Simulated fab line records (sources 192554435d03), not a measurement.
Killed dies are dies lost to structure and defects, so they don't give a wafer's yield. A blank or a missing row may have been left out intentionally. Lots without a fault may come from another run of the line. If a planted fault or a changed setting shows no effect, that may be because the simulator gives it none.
The same fault as seen by 3 desks :: flow n5 finfet :: only its own numbers are on each desk; what lay behind them is given at the end

## THE METROLOGY DESK
Means of the sampled wafers that have a number, per lot and without regard to the tool the lot ran on: this is what the gauges read. A lot is out of limits, marked OUT, if its mean lies more than 4 standard deviations from the usual mean; the brackets give that distance. Of its 10 readings 7 are shown: those that lie furthest out on some lot.
Columns: A = IOFF_N at N5_BEOL_M4_RC_MEAS_101, usual 0.155 nA/um; B = IOFF_P at N5_BEOL_M4_RC_MEAS_101, usual 0.210 nA/um; C = ION_P at N5_BEOL_M4_RC_MEAS_101, usual 465 uA/um; D = SS_N at N5_BEOL_M4_RC_MEAS_101, usual 71.4 mV/dec; E = SS_P at N5_BEOL_M4_RC_MEAS_101, usual 73.2 mV/dec; F = VT_N at N5_BEOL_M4_RC_MEAS_101, usual 249.9 mV; G = VT_P at N5_BEOL_M4_RC_MEAS_101, usual -250 mV
lot: L576
first seen here: day 7 14:26
A: 0.163
B: 0.206
C: 464
D: 71.6
E: 73.0
F: 250.5
G: -251

lot: L578
first seen here: day 7 20:34
A: 0.157
B: 0.230
C: 473
D: 70.9
E: 73.4
F: 247.1
G: -247

lot: L580
first seen here: day 9 07:53
A: 0.164
B: 0.227
C: 465
D: 71.2
E: 73.7
F: 249.2
G: -248

lot: L584
first seen here: day 10 17:23
A: 0.159
B: 0.246
C: 475
D: 71.7
E: 73.4
F: 248.0
G: -245

lot: L586
first seen here: day 11 05:05
A: 0.151
B: 0.224
C: 471
D: 71.2
E: 73.3
F: 250.2
G: -246

lot: L587
first seen here: day 11 13:34
A: 0.174
B: 0.236
C: 469
D: 71.6
E: 73.4
F: 248.0
G: -249

lot: L590
first seen here: day 12 09:59
A: 0.159
B: 0.226
C: 468
D: 71.3
E: 73.7
F: 249.6
G: -248

lot: L599
first seen here: day 14 11:05
A: 0.162
B: 0.194
C: 458
D: 71.8
E: 73.2
F: 250.1
G: -252

lot: L598
first seen here: day 14 17:31
A: 0.173
B: 0.215
C: 466
D: 71.4
E: 73.5
F: 247.6
G: -251
Finding of this desk: none of the 9 lots has anything out of limits.

## THE DEFECT DESK
Inspection counts along the route, by lot: the mean over sampled wafers that carry a number. A lot is out of limits, marked OUT, if its mean lies more than 4 standard deviations from the usual mean; the brackets give that distance.
Columns: A = raw defect count at N5_BEOL_M3_INSPECT_59, usual 82; B = raw defect count at N5_BEOL_M4_INSPECT_13, usual 455; C = raw defect count at N5_BEOL_M4_INSPECT_30, usual 456
lot: L576
first seen here: day 7 03:51
A: 80
B: 347
C: 318

lot: L578
first seen here: day 7 11:35
A: 128
B: 540
C: 529

lot: L580
first seen here: day 8 23:16
A: 85
B: 529
C: 473

lot: L584
first seen here: day 10 00:55
A: 115
B: 485
C: 489

lot: L586
first seen here: day 10 11:47
A: 100
B: 416
C: 416

lot: L587
first seen here: day 10 14:10
A: 59
B: 402
C: 399

lot: L590
first seen here: day 11 18:30
A: 79
B: 540
C: 500

lot: L599
first seen here: day 13 19:19
A: 256 (+7.2) OUT
B: 645
C: 594

lot: L598
first seen here: day 13 23:32
A: 179 (+4.1) OUT
B: 465
C: 502
Finding of this desk: L598, L599 out of limits; the first was L599 at day 13 19:19, on raw defect count at N5_BEOL_M3_INSPECT_59. In limits: L576, L578, L580, L584, L586, L587, L590.

## THE TOOL OWNER'S DESK: cvd co-01
The tool's own readings at N5_BEOL_M3_CO_CAP_55 (material Co, precursor CCTBA/H2, target thk 2 nm, time 102.1 s): means of the sampled wafers that have a number, for each lot that ran on this tool. A lot is out of limits, marked OUT, if its mean lies more than 4 standard deviations from the usual mean; the brackets give that distance.
Columns: A = heater power w at N5_BEOL_M3_CO_CAP_55, usual 238 W
lot: L580
first seen here: day 8 23:04
A: 244

lot: L586
first seen here: day 10 11:35
A: 257

lot: L590
first seen here: day 11 18:17
A: 242

lot: L599
first seen here: day 13 19:06
A: 252

lot: L598
first seen here: day 13 23:14
A: 240
Finding of this desk: none of the 5 lots has anything out of limits.

## BROUGHT TOGETHER
The defect desk could have raised an alarm at day 13 19:19, on L598, L599.
From the metrology desk's view, nothing was out of limits.
The tool owner's desk saw nothing out of limits.
The metrology desk has L598, L599 on record, within its limits.
On record at the tool owner's desk: L598, L599, within its limits.
All the named lots went through N5_BEOL_M3_CO_CAP_55 on cvd co-01.

## WHAT THE SIMULATOR HAD INSERTED
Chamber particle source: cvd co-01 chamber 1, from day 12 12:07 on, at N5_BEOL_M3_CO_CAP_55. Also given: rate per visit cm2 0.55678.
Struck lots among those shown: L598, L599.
Hours from the fault's start to each desk's first reading out of limits: the defect desk, 31.
